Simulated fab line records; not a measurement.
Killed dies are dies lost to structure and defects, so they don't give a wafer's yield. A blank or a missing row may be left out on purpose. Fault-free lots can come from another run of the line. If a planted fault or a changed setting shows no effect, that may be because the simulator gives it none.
Matching of chambers | flow n5Finfet | 4 sister chambers for N5_FIN_SAQP_ETCH_57 on rieDiel-01
The step etches SiNx in CH3F/O2, target depth 32.5 nm, time 46.4 s. 14 wafers are shown with their chamber, then 7 later ones without.

## WAFERS WITH THEIR CHAMBER
wafer  | chamber | drypumpMotorCurrentA (A) | rfVppV (V) | throttleValvePct (%)
L074.1 | 3       | 6.2                      | 302        | 16.53
L074.5 | 2       | 5.6                      | 299        | 16.25
L074.6 | 3       | 6.2                      | 301        | 16.55
L076.4 | 1       | 6.1                      | 293        | 16.48
L076.5 | 2       | 5.6                      | 299        | 16.24
L076.6 | 1       | 6.0                      | 294        | 16.46
L078.1 | 0       | 5.9                      | 299        | 16.54
L078.4 | 3       | 6.2                      | 302        | 16.57
L078.6 | 0       | 6.0                      | 299        | 16.53
L079.4 | 1       | 6.1                      | 295        | 16.48
L079.5 | 1       | 6.1                      | 294        | 16.49
L079.6 | 2       | 5.6                      | 300        | 16.25
L089.1 | 2       | 5.6                      | 304        | 15.82
L089.4 | 0       | 6.0                      | 299        | 16.58

SIGNATURES, as means of the wafers listed above
reading              | chamber 0 | chamber 1 | chamber 2 | chamber 3 | scatter within a chamber
drypumpMotorCurrentA | 5.967     | 6.075     | 5.600     | 6.200     | 0.0376
rfVppV               | 299.00    | 294.00    | 300.50    | 301.67    | 1.4
throttleValvePct     | 16.5500   | 16.4775   | 16.1400   | 16.5500   | 0.118
Rule: a wafer lies at a distance from a chamber equal to the root of the sum of squares, over the readings, of (its reading less the chamber's mean, divided by the reading's scatter). If the next closest chamber is less than 2 further off than the closest, the wafer can't be placed; otherwise it belongs to the closest. The scatter is the square root of a quotient: the sum, over the shown wafers, of each reading's squared deviation from its chamber's mean, divided by wafers minus chambers.

## WAFERS WITHOUT THEIR CHAMBER
wafer  | drypumpMotorCurrentA (A) | rfVppV (V) | throttleValvePct (%)
L089.6 | 5.9                      | 298        | 16.57
L091.3 | 6.0                      | 294        | 16.53
L091.4 | 6.2                      | 300        | 16.62
L091.6 | 5.6                      | 305        | 15.84
L095.2 | 5.6                      | 304        | 15.84
L095.3 | 6.1                      | 295        | 16.55
L095.6 | 5.9                      | 299        | 16.08

## WHICH CHAMBER EACH ONE RAN IN
wafer  | from the rows above     | in truth
L089.6 | 0                       | 0
L091.3 | can't be placed: 1 or 0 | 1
L091.4 | 3                       | 3
L091.6 | 2                       | 2
L095.2 | 2                       | 2
L095.3 | 1                       | 1
L095.6 | 0                       | 0
Correctly placed: 6 of 7. Unplaceable from these rows: 1, with the true chamber sitting among the candidates in 1. 0 placed wrongly.
